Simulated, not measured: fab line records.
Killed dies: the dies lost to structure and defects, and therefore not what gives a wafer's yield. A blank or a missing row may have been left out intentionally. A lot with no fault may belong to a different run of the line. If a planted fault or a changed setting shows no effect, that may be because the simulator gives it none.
Chamber matching ; flow nand_harc ; 4 sister chambers for NHARC_P_M1_ETCH_35 on rie_diel-13
The step etches the open film in N2/H2, target depth 40 nm, overetch 12 nm, time 43.94 s. 18 wafers are shown with their chamber, then 9 later ones without.

WAFERS PAIRED WITH THEIR CHAMBERS
wafer;chamber;drypump_motor_current_A (A);rf_vpp_V (V);throttle_valve_pct (%)
L077.1;2;5.2;427.9;14.156
L077.4;1;5.9;429.8;14.171
L077.5;2;5.2;428.9;14.160
L079.1;1;5.9;431.2;14.157
L079.4;2;5.2;428.6;14.157
L079.5;2;5.2;427.7;14.178
L080.2;1;5.9;429.7;14.166
L080.5;1;5.9;431.5;14.175
L080.6;2;5.2;427.0;14.176
L083.3;1;5.9;429.5;14.178
L083.4;3;5.5;430.6;14.175
L083.5;3;5.6;431.3;14.182
L084.1;1;5.9;430.5;14.189
L084.3;0;5.3;434.9;14.170
L084.4;2;5.2;427.1;14.176
L090.1;0;5.2;434.3;14.146
L090.4;2;5.2;428.8;14.169
L090.5;0;5.2;434.4;14.158

SIGNATURES (means of the wafers above)
reading;chamber 0;chamber 1;chamber 2;chamber 3;scatter within a chamber
drypump_motor_current_A;5.233;5.900;5.200;5.550;0.0289
rf_vpp_V;434.533;430.367;428.000;430.950;0.741
throttle_valve_pct;14.15800;14.17267;14.16743;14.17850;0.0102
Rule: for a wafer and a chamber, the distance is found by dividing, reading by reading, the gap between the wafer's reading and the chamber's mean by the reading's scatter, squaring, summing and taking the root. The wafer belongs to the nearest chamber; if the next one is less than 2 further off, it can't be placed. How the scatter is found: for the shown wafers, subtract from each reading the mean of its chamber, square and add these, divide the total by (wafers less chambers), then take the root.

WAFERS WHOSE CHAMBER IS MISSING
wafer;drypump_motor_current_A (A);rf_vpp_V (V);throttle_valve_pct (%)
L094.1;5.2;428.7;14.177
L094.3;5.6;431.2;14.171
L094.6;5.6;430.3;14.172
L095.1;5.2;433.7;14.163
L095.3;5.2;426.8;14.173
L095.5;5.6;431.0;14.182
L096.2;5.9;430.6;14.183
L096.4;5.6;430.3;14.181
L096.5;5.2;427.4;14.169

CHAMBER TAKEN BY EACH
wafer;from the rows above;in truth
L094.1;2;2
L094.3;3;3
L094.6;3;3
L095.1;0;0
L095.3;2;2
L095.5;3;3
L096.2;1;1
L096.4;3;3
L096.5;2;2
Placed correctly: 9 of 9. From these rows, 0 cannot be placed. Placed wrongly: 0.
